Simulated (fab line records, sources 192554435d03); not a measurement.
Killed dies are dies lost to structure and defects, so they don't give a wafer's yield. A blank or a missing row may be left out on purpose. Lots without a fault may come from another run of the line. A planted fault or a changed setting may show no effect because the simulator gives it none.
Chamber matching | flow n5_finfet | N5_BEOL_M5_PRE_CLEAN_77 on cvd_co-01: 3 sister chambers
The step time 15 s. 3 wafers are shown with their chamber, then 8 later ones without.

WAFERS WITH THEIR CHAMBER
wafer  | chamber | heater_power_w (W)
L089.4 | 2       | 109
L088.4 | 0       | 92
L090.2 | 1       | 70

WAFERS WITHOUT THEIR CHAMBER
wafer  | heater_power_w (W)
L090.3 | 108
L090.4 | 107
L091.3 | 91
L091.4 | 67
L091.5 | 90
L092.2 | 108
L092.3 | 92
L092.4 | 67

WHICH CHAMBER EACH WENT THROUGH
wafer  | from the rows above | in truth
L090.3 | 2                   | 2
L090.4 | 2                   | 2
L091.3 | 0                   | 0
L091.4 | 1                   | 1
L091.5 | 0                   | 0
L092.2 | 2                   | 2
L092.3 | 0                   | 0
L092.4 | 1                   | 1
Placed correctly: 8 of 8. Can't be placed from these rows: 0. Placed wrongly: 0.
How it was worked out, from the rows above alone: a wafer's distance from a chamber is the root of the sum, over the readings, of the square of ((its reading less the chamber's mean) divided by the reading's scatter). The wafer belongs to the nearest chamber; if the next one is less than 2 further off, it can't be placed. A chamber's mean is the mean of its shown wafers. The scatter: with one shown wafer a chamber, the root of the mean of the squares of how far each hidden wafer lies from its nearest shown one.
